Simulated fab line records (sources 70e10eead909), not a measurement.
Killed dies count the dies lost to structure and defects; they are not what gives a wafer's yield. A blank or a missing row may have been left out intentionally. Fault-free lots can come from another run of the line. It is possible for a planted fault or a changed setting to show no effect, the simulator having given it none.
Chamber matching | flow nandHarc | NHARC_P_M1_DESCUM_14 on rieDiel-03 has 4 sister chambers
The step chemistry O2, time 3 s. 4 wafers are shown with their chamber, then 12 later ones without.

## WAFERS WITH THEIR CHAMBER
wafer  | chamber | showerheadPlenumPTorr (Torr)
L088.1 | 0       | 1.80
L091.1 | 2       | 1.93
L091.2 | 3       | 1.94
L091.3 | 1       | 1.82

## WAFERS WITH NO CHAMBER GIVEN
wafer  | showerheadPlenumPTorr (Torr)
L093.1 | 1.93
L093.4 | 1.94
L093.5 | 1.81
L094.2 | 1.80
L094.4 | 1.93
L094.6 | 1.80
L095.2 | 1.80
L095.5 | 1.81
L095.6 | 1.93
L097.1 | 1.93
L097.2 | 1.80
L097.5 | 1.94

## WHICH CHAMBER EACH ONE RAN IN
wafer  | from the rows above     | in truth
L093.1 | 2                       | 2
L093.4 | 3                       | 3
L093.5 | can't be placed: 0 or 1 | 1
L094.2 | 0                       | 0
L094.4 | 2                       | 2
L094.6 | 0                       | 0
L095.2 | 0                       | 0
L095.5 | can't be placed: 0 or 1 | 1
L095.6 | 2                       | 2
L097.1 | 2                       | 2
L097.2 | 0                       | 0
L097.5 | 3                       | 3
Placed correctly: 10 of 12. Can't be placed from these rows: 2 (the true chamber is among the candidates in 2). Wrongly placed: 0.
How it was worked out, from the rows above alone: a wafer's distance from a chamber is the root of the sum, over the readings, of the square of ((its reading less the chamber's mean) divided by the reading's scatter). The wafer belongs to the nearest chamber; if the next one is less than 2 further off, it can't be placed. Each chamber's mean is taken over the wafers shown for it. The scatter: with one shown wafer a chamber, the root of the mean of the squares of how far each hidden wafer lies from its nearest shown one.
